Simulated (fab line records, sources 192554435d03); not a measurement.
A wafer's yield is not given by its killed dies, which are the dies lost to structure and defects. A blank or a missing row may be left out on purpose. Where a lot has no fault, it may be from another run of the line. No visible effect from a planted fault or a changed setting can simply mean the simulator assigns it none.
Split-lot trial	flow n5-finfet	7 lots, 39 wafers read, on a route of 1938 steps

## THE SPLIT
At N5_BEOL_M15_ILD_DEP_00 (deposits SiO2 from TEOS/O2, target thk 1629.3 nm, time 346.1 s), the setting time-s was moved away from the recipe's 346.1 s on 6 of the 39 wafers read, by -59.1% to -54.1%. For the rest of the wafers, this setting stayed at what the recipe calls for.

## FROM THE SPLIT TO THE READING: what the file shows between them, 10 steps
- N5_BEOL_M15_THK_MEAS_01
- N5_BEOL_M15_COAT_58: time 60 s, resist thk 89 nm
- N5_BEOL_M15_COAT_04: resist thk 800 nm
- N5_BEOL_M15_DESCUM_15: chemistry O2, time 7.9 s
- N5_BEOL_M15_ETCH_59: etches BARC in N2/H2, target depth 89 nm, overetch 26.7 nm, time 67.9 s
- N5_BEOL_M15_VIA_ETCH_16: etches SiO2 in C4F8/O2/Ar, target depth 1792.2 nm
- N5_BEOL_M15_STRIP_63: strips in O2
- N5_BEOL_M15_STRIP_64: strips in O2
- N5_BEOL_M15_STRIP_65: strips in post etch residue remover, time 60 s
- N5_BEOL_M15_SRD_66: time 30 s, dry time 30 s

## THE READING
cd-nm at N5_BEOL_M15_CD_MEAS_17, given in nm (cd target 360 nm). A value of 361.7 nm with a standard deviation of 2 nm is what fault-free wafers of this fab line usually give.

wafer	tool, chamber at the split	time-s as run, s	against the recipe	cd-nm, nm	against lot-mates on the recipe
L077.1	pecvd-02, 2	346.1	recipe	362.4	-
L077.2	pecvd-02, 0	346.1	recipe	361.4	-
L077.3	pecvd-02, 1	346.1	recipe	363.2	-
L077.4	pecvd-02, 1	346.1	recipe	363.2	-
L077.5	pecvd-02, 2	346.1	recipe	362.2	-
L077.6	pecvd-02, 0	346.1	recipe	360.7	-
L082.1	pecvd-03, 0	141.6	-59.1%	349.2	-10.0
L082.2	pecvd-03, 1	346.1	recipe	361.8	-
L082.3	pecvd-03, 2	346.1	recipe	357.0	-
L082.4	pecvd-03, 0	141.6	-59.1%	349.1	-10.1
L082.5	pecvd-03, 2	141.6	-59.1%	350.5	-8.7
L082.6	pecvd-03, 1	346.1	recipe	358.9	-
L084.1	pecvd-03, 1	158.8	-54.1%	354.3	-7.2
L084.2	pecvd-03, 0	346.1	recipe	361.5	-
L084.3	pecvd-03, 2	346.1	recipe	362.2	-
L084.4	pecvd-03, 2	346.1	recipe	360.9	-
L084.5	pecvd-03, 1	158.8	-54.1%	348.9	-12.6
L084.6	pecvd-03, 0	158.8	-54.1%	351.0	-10.5
L085.1	pecvd-01, 0	346.1	recipe	359.0	-
L085.2	pecvd-01, 1	346.1	recipe	359.1	-
L085.3	pecvd-01, 2	346.1	recipe	361.3	-
L085.4	pecvd-01, 0	346.1	recipe	360.4	-
L085.5	pecvd-01, 2	346.1	recipe	358.3	-
L085.6	pecvd-01, 1	346.1	recipe	357.8	-
L086.1	pecvd-01, 1	346.1	recipe	362.0	-
L086.2	pecvd-01, 0	346.1	recipe	360.5	-
L086.3	pecvd-01, 2	346.1	recipe	359.0	-
L086.4	pecvd-01, 0	346.1	recipe	360.7	-
L086.5	pecvd-01, 1	346.1	recipe	363.0	-
L086.6	pecvd-01, 2	346.1	recipe	360.3	-
L092.1	pecvd-03, 2	346.1	recipe	362.8	-
L092.2	pecvd-03, 0	346.1	recipe	362.2	-
L092.3	pecvd-03, 1	346.1	recipe	363.9	-
L092.4	pecvd-03, 2	346.1	recipe	360.8	-
L092.5	pecvd-03, 0	346.1	recipe	363.6	-
L092.6	pecvd-03, 1	346.1	recipe	362.5	-
L096.1	pecvd-01, 0	346.1	recipe	361.3	-
L096.2	pecvd-01, 2	346.1	recipe	360.3	-
L096.4	pecvd-01, 1	346.1	recipe	360.8	-

THE FIT
A straight line over all 39 wafers: cd-nm changes by +0.187 nm for each +1% of time-s; r = +0.91; the points scatter about the line by 1.7 nm.
The same after taking each lot's own level away (the mean of its wafers on the recipe; 39 wafers): +0.174 nm for each +1%; r = +0.94; scatter 1.3 nm.
Per that fit: largest time-s move, reading shift of 10 nm.
The lots' own levels span 359.23 to 362.63 nm, that is 1.7 times the standard deviation above.
The two slopes agree, so the slope changes little with the lot-to-lot level.
Check: with one of the wafers moved furthest among these (-59.1%) left out of the fit, the line predicts -10.3 nm for it against its lot-mates. Against them it came out at -10 nm.

## THE WHOLE CHAIN: every reading that the file lists as answering this split, in the file's order
step	what it does	reading	change (the file's fit)	r (the file's)
N5_BEOL_M15_ILD_DEP_00	deposits SiO2 from TEOS/O2, target thk 1629.3 nm, time 346.1 s	SiO2_of_BEOL_M15_ILD_DEP_00.thk-nm (the simulator's own value, which no gauge read)	+16.2 nm for each +1% of the setting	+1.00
N5_BEOL_M15_THK_MEAS_01		M15_ILD_THK	+16.2 for each +1% of the setting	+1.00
N5_BEOL_M15_VIA_ETCH_16	etches SiO2 in C4F8/O2/Ar, target depth 1792.2 nm	etch.depth-nm (the simulator's own value, which no gauge read)	+16.2 nm for each +1% of the setting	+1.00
N5_BEOL_M15_VIA_ETCH_16	etches SiO2 in C4F8/O2/Ar, target depth 1792.2 nm	coat_of_BEOL_M15_COAT_04.thk-nm (the simulator's own value, which no gauge read)	-3.79 nm for each +1% of the setting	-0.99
N5_BEOL_M15_CD_MEAS_17	target cd 360 nm	cd-nm	+0.174 nm for each +1% of the setting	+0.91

## THE FILE'S OWN FIT
cd-nm changes by +0.174 nm for each +1% of time-s, r = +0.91.
